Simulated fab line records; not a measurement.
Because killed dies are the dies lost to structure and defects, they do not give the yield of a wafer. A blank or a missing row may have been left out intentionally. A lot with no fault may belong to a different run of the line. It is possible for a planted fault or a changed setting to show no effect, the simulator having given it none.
What tool caused it?    flow n5-finfet    Sampling: 10 lots, 28 wafers, 6 of 1938 route steps

## WHAT EACH GAUGE READ, for each wafer
N5_BEOL_M4_RC_MEAS_101. Usual: DIBL_N 36.5 mV/V, standard deviation 1.8; DIBL_P 36.5 mV/V, standard deviation 2.1; IOFF_N 0.17 nA/um, standard deviation 0.031; IOFF_P 0.22 nA/um, standard deviation 0.036; ION_N 677 uA/um, standard deviation 11; ION_P 463 uA/um, standard deviation 8; SS_N 71.6 mV/dec, standard deviation 0.61; SS_P 73.3 mV/dec, standard deviation 0.63; VT_N 249 mV, standard deviation 3.1; VT_P -250 mV, standard deviation 3.3.
lot   measured      on         DIBL_N (mV/V)   DIBL_P (mV/V)   IOFF_N (nA/um)  IOFF_P (nA/um)  ION_N (uA/um)  ION_P (uA/um)  SS_N (mV/dec)   SS_P (mV/dec)   VT_N (mV)    VT_P (mV)       flag
L777  day 7 22:33   prober-02  33.8 35.2 33.9  32.6 34.7 32.7  0.12 0.15 0.13  0.15 0.20 0.16  655 672 659    446 457 447    71.0 71.0 70.7  72.9 73.3 71.9  253 248 253  -257 -250 -255  
L778  day 8 08:12   prober-01  37.0 34.9 37.0  37.2 34.1 35.9  0.18 0.14 0.17  0.21 0.16 0.19  689 662 683    466 451 453    71.7 70.4 71.9  73.5 72.6 73.4  244 251 248  -254 -255 -254  
L783  day 9 20:15   prober-02  35.0 35.7 33.9  35.6 36.2 34.9  0.13 0.15 0.13  0.19 0.20 0.18  667 678 675    465 467 463    70.8 71.3 70.9  73.1 73.9 72.5  249 249 251  -251 -253 -251  
L784  day 9 19:58   prober-01  36.8 33.8 35.6  35.8 32.8 34.7  0.16 0.12 0.15  0.21 0.16 0.19  675 673 670    460 459 461    71.4 71.0 71.0  73.3 72.4 72.5  248 251 249  -249 -254 -248  
L788  day 11 03:36  prober-02  35.7 35.7 38.2  35.2 35.7 37.1  0.16 0.16 0.19  0.19 0.20 0.22  669 676 681    458 461 461    71.8 71.6 71.7  72.9 73.1 73.4  249 248 249  -252 -251 -252  
L789  day 11 03:25  prober-01  36.8 37.6 34.3  35.4 35.9 33.2  0.17 0.19 0.14  0.22 0.24 0.20  663 664 667    456 454 457    71.9 72.6 71.6  73.8 73.5 72.9  250 248 250  -248 -249 -249  
L790  day 11 07:36  prober-02  38.1 34.5       37.8 34.7       0.17 0.12       0.20 0.16       675 672        452 462        72.2 71.4       73.4 73.6       251 252      -251 -255       
L796  day 12 10:23  prober-02  37.5 36.0 36.7  38.0 36.8 37.7  0.20 0.18 0.19  0.29 0.27 0.30  688 694 692    475 482 478    72.0 71.0 71.7  73.8 73.5 73.9  246 246 248  -242 -243 -241  
L797  day 13 18:14  prober-01  35.3 34.3 34.7  37.2 35.6 36.1  0.15 0.13 0.14  0.20 0.18 0.19  679 677 675    467 464 465    70.5 71.4 71.3  73.8 73.4 73.8  250 251 250  -252 -252 -250  
L798  day 13 21:04  prober-02  33.1 36.2       32.2 36.9       0.11 0.17       0.17 0.22       649 664        458 463        70.5 72.0       72.9 72.4       253 251      -252 -249       

## WHAT TOOL EACH LOT RAN ON (gives the tool, then ch and the chambers of the sampled wafers, and finally the start)
lot   N5_HKMG_FIN_CMP_23            N5_GATE_CUT_ETCHBACK_00           N5_GATE_CUT_ETCH_56               N5_GATE_CUT_PECVD_57            N5_GATE_CUT_CMP_02
L777  cmp-03 ch 2,3, day 4 06:41    rie-metal-03 ch 1, day 4 07:28    rie-metal-03 ch 1, day 4 07:41    pecvd-04 ch 0,1,2, day 4 10:27  cmp-01 ch 0,1,3, day 4 10:35
L778  cmp-01 ch 0,2,3, day 4 11:37  rie-metal-02 ch 0,1, day 4 12:22  rie-metal-02 ch 0,1, day 4 12:29  pecvd-04 ch 0,1,2, day 4 15:10  cmp-01 ch 2,3, day 4 15:14
L783  cmp-04 ch 0,2, day 5 20:28    rie-metal-01 ch 0,1, day 5 21:08  rie-metal-01 ch 0,1, day 5 21:15  pecvd-04 ch 0,1, day 5 23:56    cmp-03 ch 0,1,3, day 6 00:03
L784  cmp-03 ch 0,1,2, day 6 01:16  rie-metal-02 ch 1, day 6 01:51    rie-metal-02 ch 1, day 6 02:05    pecvd-01 ch 0,1,2, day 6 05:49  cmp-01 ch 0,2,3, day 6 05:56
L788  cmp-01 ch 2,3, day 7 03:05    rie-metal-03 ch 0,1, day 7 03:52  rie-metal-03 ch 0,1, day 7 03:59  pecvd-04 ch 0,1, day 7 06:38    cmp-01 ch 2,3, day 7 06:47
L789  cmp-04 ch 0,2, day 7 06:20    rie-metal-02 ch 0,1, day 7 07:01  rie-metal-02 ch 0,1, day 7 07:08  pecvd-01 ch 0,1,2, day 7 10:07  cmp-01 ch 0,2,3, day 7 10:14
L790  cmp-03 ch 2, day 7 15:28      rie-metal-01 ch 0, day 7 16:07    rie-metal-01 ch 0, day 7 16:14    pecvd-01 ch 0,2, day 7 18:55    cmp-01 ch 0,3, day 7 19:06
L796  cmp-01 ch 0,3, day 8 22:31    rie-metal-03 ch 0,1, day 8 23:16  rie-metal-03 ch 0,1, day 8 23:23  pecvd-04 ch 1,2, day 9 02:04    cmp-03 ch 0,1,3, day 9 02:13
L797  cmp-03 ch 0,1,2, day 9 09:58  rie-metal-02 ch 0,1, day 9 10:33  rie-metal-02 ch 0,1, day 9 10:40  pecvd-04 ch 0,1, day 9 13:32    cmp-01 ch 0,3, day 9 13:37
L798  cmp-03 ch 1,3, day 9 15:36    rie-metal-02 ch 1, day 9 16:21    rie-metal-02 ch 1, day 9 16:31    pecvd-03 ch 0,1, day 9 19:11    cmp-02 ch 0,2, day 9 19:18
- N5_HKMG_FIN_CMP_23: polishes, stops on SiNx, t overpolish 10 s, target thk 46.326 nm.
- N5_GATE_CUT_ETCHBACK_00: etches W in SF6/Cl2.
- N5_GATE_CUT_ETCH_56: etches TiN in Cl2/Ar, target depth 21.6 nm.
- N5_GATE_CUT_PECVD_57: deposits SiNx from SiH4/NH3/N2, target thk 21 nm.
- N5_GATE_CUT_CMP_02: polishes, stops on SiO2, t overpolish 12.7 s, target thk 0 nm.

## WHAT THE TOOLS THEMSELVES READ (means of the sampled wafers that have a number; where no wafer has one, the mark that the record gives instead)
N5_HKMG_FIN_CMP_23. Usual: motor-current-A 11.6 A, standard deviation 1.3; overpolish-run-s 9.999 s, standard deviation 0.0085; time-to-endpoint-s 11.4 s, standard deviation 2.6.
lot   tool    motor-current-A (A)  overpolish-run-s (s)  time-to-endpoint-s (s)  flag
L777  cmp-03  12.3                 9.994                 12.5                    
L778  cmp-01  12.0                 10.000                12.5                    
L783  cmp-04  10.0                 9.987                 12.1                    
L784  cmp-03  12.1                 10.000                10.0                    
L788  cmp-01  13.5                 9.995                 14.7                    
L789  cmp-04  9.8                  10.002                9.6                     
L790  cmp-03  11.8                 10.001                10.2                    
L796  cmp-01  12.2                 10.002                8.0                     
L797  cmp-03  12.1                 10.003                13.3                    
L798  cmp-03  11.6                 10.001                12.5                    

N5_GATE_CUT_ETCHBACK_00. Usual: drypump-motor-current-A 5.5 A, standard deviation 0.39; oes-product-au 0.76 a.u., standard deviation 0.13; throttle-valve-pct 27.6 %, standard deviation 0.45.
lot   tool          drypump-motor-current-A (A)  oes-product-au (a.u.)  throttle-valve-pct (%)  flag
L777  rie-metal-03  5.3                          0.79                   27.8                    
L778  rie-metal-02  6.0                          0.59                   27.6                    
L783  rie-metal-01  5.0                          0.72                   27.3                    
L784  rie-metal-02  6.1                          0.60                   27.9                    
L788  rie-metal-03  5.5                          0.85                   27.9                    
L789  rie-metal-02  6.1                          0.72                   27.6                    
L790  rie-metal-01  5.0                          0.77                   26.9                    
L796  rie-metal-03  5.4                          0.80                   27.9                    
L797  rie-metal-02  6.0                          0.81                   27.4                    
L798  rie-metal-02  6.1                          0.59                   27.9                    

N5_GATE_CUT_ETCH_56. Usual: drypump-motor-current-A 5.5 A, standard deviation 0.4; oes_ar_750_au 0.77 a.u., standard deviation 0.14; oes-product-au 0.77 a.u., standard deviation 0.14; throttle-valve-pct 20.9 %, standard deviation 0.39.
lot   tool          drypump-motor-current-A (A)  oes_ar_750_au (a.u.)  oes-product-au (a.u.)  throttle-valve-pct (%)  flag
L777  rie-metal-03  5.3                          0.81                  0.80                   20.9                    
L778  rie-metal-02  6.0                          0.59                  0.60                   20.8                    
L783  rie-metal-01  5.0                          0.72                  0.72                   20.7                    
L784  rie-metal-02  6.1                          0.61                  0.61                   21.2                    
L788  rie-metal-03  5.5                          0.89                  0.88                   21.1                    
L789  rie-metal-02  6.1                          0.72                  0.73                   20.9                    
L790  rie-metal-01  5.0                          0.79                  0.77                   20.4                    
L796  rie-metal-03  5.4                          0.83                  0.82                   21.0                    
L797  rie-metal-02  6.0                          0.80                  0.82                   20.6                    
L798  rie-metal-02  6.1                          0.60                  0.59                   21.2                    

N5_GATE_CUT_PECVD_57. Usual: heater-power-w 742 W, standard deviation 78; showerhead-plenum-p-Torr 5.17 Torr, standard deviation 0.052; throttle-valve-pct 39.9 %, standard deviation 2.
lot   tool      heater-power-w (W)  showerhead-plenum-p-Torr (Torr)  throttle-valve-pct (%)  flag
L777  pecvd-04  709                 5.18                             41.1                    
L778  pecvd-04  742                 5.17                             41.1                    
L783  pecvd-04  705                 5.22                             40.8                    
L784  pecvd-01  779                 5.20                             38.4                    
L788  pecvd-04  734                 5.23                             40.8                    
L789  pecvd-01  788                 5.19                             38.5                    
L790  pecvd-01  833                 5.19                             37.7                    
L796  pecvd-04  682                 5.11                             41.5                    
L797  pecvd-04  696                 5.19                             40.7                    
L798  pecvd-03  674                 5.12                             42.5                    

N5_GATE_CUT_CMP_02. Usual: motor-current-A 8.9 A, standard deviation 0.77; time-to-endpoint-s 24.9 s, standard deviation 2.6.
lot   tool    motor-current-A (A)  time-to-endpoint-s (s)  flag
L777  cmp-01  8.4                  23.7                    
L778  cmp-01  10.0                 25.8                    
L783  cmp-03  8.8                  26.1                    
L784  cmp-01  9.0                  26.2                    
L788  cmp-01  9.7                  21.8                    
L789  cmp-01  8.9                  29.3                    
L790  cmp-01  8.8                  31.2                    
L796  cmp-03  8.8                  27.3                    
L797  cmp-01  9.5                  22.1                    
L798  cmp-02  8.5                  24.3                    

## THE ANSWER, worked out from the rows above alone
Rule: a lot counts as off when the mean over its wafers that have a number is more than 3 standard deviations away from the usual mean. Also off: a lot with no number at a reading for which 4 or more lots have one. Where the step has rows for the other lots, those lots are counted as sound. First the gauges in route order, then the tools' own readings, where a lot's mean is used as printed above. The first step at which some lot is off is used, and at that step the reading that is off furthest; a lot without a number counts as furthest.
None of the lots is off at any reading shown; this tells nothing.

## WHAT HAD BEEN PUT IN BY THE SIMULATOR
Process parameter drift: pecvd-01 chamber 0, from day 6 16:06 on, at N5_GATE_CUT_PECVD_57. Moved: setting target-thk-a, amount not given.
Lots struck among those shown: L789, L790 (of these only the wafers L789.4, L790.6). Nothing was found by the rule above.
